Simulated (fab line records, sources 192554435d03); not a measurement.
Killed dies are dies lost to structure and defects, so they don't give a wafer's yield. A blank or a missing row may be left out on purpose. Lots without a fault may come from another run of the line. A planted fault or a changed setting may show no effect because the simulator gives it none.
Chamber matching | flow n5_finfet | N5_BEOL_M6_ETCH_66 on rie_diel-05: 4 sister chambers
The step etches SOC in N2/H2, target depth 80 nm, overetch 16 nm, time 120 s. 20 wafers are shown with their chamber, then 10 later ones without.

WAFERS WITH THEIR CHAMBER
wafer  | chamber | drypump_motor_current_A (A) | throttle_valve_pct (%) | showerhead_plenum_p_Torr (Torr)
L075.1 | 2       | 6.0                         | 18.11                  | 2.41
L075.2 | 0       | 5.8                         | 17.82                  | 2.41
L075.3 | 3       | 6.1                         | 17.56                  | 2.60
L076.1 | 0       | 5.9                         | 17.81                  | 2.41
L076.2 | 1       | 5.0                         | 17.68                  | 2.53
L076.4 | 2       | 5.9                         | 18.10                  | 2.41
L077.2 | 0       | 5.9                         | 17.83                  | 2.41
L077.3 | 3       | 6.1                         | 17.57                  | 2.60
L077.5 | 2       | 5.9                         | 18.10                  | 2.41
L079.1 | 3       | 6.1                         | 17.60                  | 2.60
L079.4 | 1       | 5.0                         | 17.70                  | 2.52
L079.6 | 0       | 5.9                         | 17.82                  | 2.41
L083.2 | 3       | 6.1                         | 17.58                  | 2.60
L083.4 | 3       | 6.1                         | 17.60                  | 2.60
L083.6 | 1       | 5.0                         | 17.73                  | 2.52
L087.1 | 1       | 5.0                         | 17.76                  | 2.51
L087.5 | 2       | 5.9                         | 17.74                  | 2.72
L087.6 | 3       | 6.1                         | 17.62                  | 2.59
L089.1 | 2       | 6.0                         | 17.75                  | 2.72
L089.3 | 3       | 6.1                         | 17.63                  | 2.59

SIGNATURES (means of the wafers above)
reading                  | chamber 0 | chamber 1 | chamber 2 | chamber 3 | scatter within a chamber
drypump_motor_current_A  | 5.875     | 5.000     | 5.940     | 6.100     | 0.0349
throttle_valve_pct       | 17.8200   | 17.7175   | 17.9600   | 17.5943   | 0.101
showerhead_plenum_p_Torr | 2.4100    | 2.5200    | 2.5340    | 2.5971    | 0.085
Rule: a wafer's distance from a chamber is the root of the sum, over the readings, of the square of ((its reading less the chamber's mean) divided by the reading's scatter). The wafer belongs to the nearest chamber; if the next one is less than 2 further off, it can't be placed. The scatter: the root of (the sum of the squares of (reading less its chamber's mean) over the shown wafers, divided by (wafers less chambers)).

WAFERS WITHOUT THEIR CHAMBER
wafer  | drypump_motor_current_A (A) | throttle_valve_pct (%) | showerhead_plenum_p_Torr (Torr)
L089.4 | 5.9                         | 17.39                  | 2.73
L088.1 | 5.9                         | 17.42                  | 2.72
L088.4 | 6.0                         | 17.76                  | 2.71
L088.5 | 5.9                         | 17.40                  | 2.72
L092.2 | 5.9                         | 17.40                  | 2.72
L092.4 | 5.9                         | 17.41                  | 2.72
L092.6 | 5.0                         | 17.77                  | 2.51
L096.1 | 6.0                         | 17.78                  | 2.71
L096.4 | 5.9                         | 17.42                  | 2.72
L096.6 | 5.9                         | 17.78                  | 2.71

WHICH CHAMBER EACH WENT THROUGH
wafer  | from the rows above          | in truth
L089.4 | can't be placed: 0 or 2 or 3 | 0
L088.1 | can't be placed: 0 or 2 or 3 | 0
L088.4 | can't be placed: 2 or 3 or 0 | 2
L088.5 | can't be placed: 0 or 2 or 3 | 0
L092.2 | can't be placed: 0 or 2 or 3 | 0
L092.4 | can't be placed: 0 or 2 or 3 | 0
L092.6 | 1                            | 1
L096.1 | can't be placed: 2 or 3 or 0 | 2
L096.4 | can't be placed: 0 or 2 or 3 | 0
L096.6 | can't be placed: 2 or 0      | 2
Placed correctly: 1 of 10. Can't be placed from these rows: 9 (the true chamber is among the candidates in 9). Placed wrongly: 0.
